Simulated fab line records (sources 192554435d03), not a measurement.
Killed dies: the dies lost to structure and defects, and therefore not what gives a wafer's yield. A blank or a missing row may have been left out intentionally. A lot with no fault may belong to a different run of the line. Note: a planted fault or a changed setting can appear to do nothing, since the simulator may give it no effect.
A lot that was struck, set against a sound lot -- flow n5 finfet -- 15 steps out of a route of 1938
Sound: these wafers, L977.3, L977.5, L977.6. Struck: wafers L967.3, L967.5. Last of all comes the cause.
Per side, at each step with rows, come the tool, then ch with its chambers, and then its first start. Under that, the readings that differ: sound wafers -- struck wafers -- difference of the means -- sigmas: that difference in standard deviations of wafers without a fault.
alike: words and numbers the same on both sides, and readings whose means are apart by under 2 such deviations; not compared: readings that were withheld, readings missing a value for some wafer, numbers with overlapping values and no deviation given by the record, and bounds like >300 which may hide the same value.
The two part at a step that has a row with sigmas, a row that says differs or no value, or rows on one side only. When numbers do not overlap yet have no deviation, they are printed without sigmas and do not part them. Lack of a reading on every wafer of one side parts them only where that side has two or more wafers.

N5_MOL_CONTACT_COAG_INSPECT_97: inspects for defects (darkfield).
  sound on defect inspect-02 at day 10 22:25; struck on defect inspect-02 at day 8 08:43
  alike: raw defect count
N5_BEOL_M0_SAQP_PECVD_00: deposits SiCN from 3MS/NH3, target thk 8 nm, time 14 s.
  sound on pecvd-02 ch 1,2, day 10 22:42; struck on pecvd-04 ch 1, day 8 09:01
  alike: showerhead plenum p Torr, throttle valve pct
  not compared: since wet clean h
N5_BEOL_M0_SAQP_ILD_DEP_01: deposits SiOC from DEMS/O2, target thk 45.419 nm, time 8.7 s.
  sound on pecvd-02 ch 1,2, day 10 22:44; struck on pecvd-04 ch 1, day 8 09:03
reading,sound,struck,difference,sigmas
heater power w (W),619 630 549,435 432,-166,-3
  alike: showerhead plenum p Torr, throttle valve pct
  not compared: since wet clean h
N5_BEOL_M0_SAQP_HM_DEP_02: deposits TiN, target thk 12 nm.
  sound on pvd sputter-02 at day 11 00:07; struck on pvd sputter-03 at day 8 12:43
  alike: throttle valve pct
N5_BEOL_M0_SAQP_PECVD_03: deposits SiCN from 3MS/NH3, target thk 12 nm, time 21.1 s.
  sound on pecvd-04 ch 0,1, day 11 00:14; struck on pecvd-02 ch 0, day 8 12:51
  alike: showerhead plenum p Torr, throttle valve pct
  not compared: since wet clean h
then, 1 step without rows for these wafers: N5_BEOL_M0_SAQP_PECVD_96 (deposits a-Si from SiH4/He, target thk 45 nm, time 45.2 s).
N5_BEOL_M0_SAQP_PECVD_97: deposits SiNx from SiH4/NH3/N2, target thk 23 nm, time 19.9 s.
  sound on pecvd-04 ch 0,1, day 11 00:19; struck on pecvd-02 ch 0, day 8 12:56
  alike: heater power w, showerhead plenum p Torr, throttle valve pct
  not compared: since wet clean h
then, 1 step without rows for these wafers: N5_BEOL_M0_SAQP_PECVD_04 (deposits a-Si from SiH4/He, target thk 60 nm, time 60.2 s).
N5_BEOL_M0_SAQP_THK_MEAS_05:
  sound on film metro-02 at day 11 00:27; struck on film metro-01 at day 8 13:04
  alike: thk nm
then, 2 steps without rows for these wafers: N5_BEOL_M0_SAQP_HM_DEP_111 (deposits SiO2 from SiH4/N2O, target thk 12 nm, time 7.2 s); N5_BEOL_M0_SAQP_COAT_81 (time 60 s, resist thk 100 nm).
N5_BEOL_M0_SAQP_COAT_82: time 60 s, resist thk 30 nm.
  sound on litho track-03 ch 0, day 11 00:34; struck on litho track-02 ch 0, day 8 13:12
reading,sound,struck,difference,sigmas
run length s (s),65.94 66.05 66.19,81.48 81.57,+15.47,+99 or more
then, 1 step without rows for these wafers: N5_BEOL_M0_SAQP_COAT_08 (resist thk 90 nm).
-- here the record skips 3 days between the struck wafers' starts before and after, leaving off in module BEOL_M0_SAQP and picking up in module BEOL_M4 (first step shown: number 1111 of the route) --
N5_BEOL_M4_RC_MEAS_101:
  sound on prober-02 ch 0, day 14 08:01; struck on prober-02 ch 0, day 11 08:31
  alike: DIBL_N, DIBL_P, IOFF_N, IOFF_P, ION_N, ION_P, SS_N, SS_P, VT_N, VT_P
next, for these wafers, 1 step has no rows: N5_PASSIVATION_PROBE_49.

## WHERE THEY PART
Last at N5_BEOL_M0_SAQP_COAT_82 as far as this record goes, first at N5_BEOL_M0_SAQP_ILD_DEP_01. Later steps at which nothing parts them and some readings are alike: N5_BEOL_M4_RC_MEAS_101.

WHY: whatever the simulator had introduced
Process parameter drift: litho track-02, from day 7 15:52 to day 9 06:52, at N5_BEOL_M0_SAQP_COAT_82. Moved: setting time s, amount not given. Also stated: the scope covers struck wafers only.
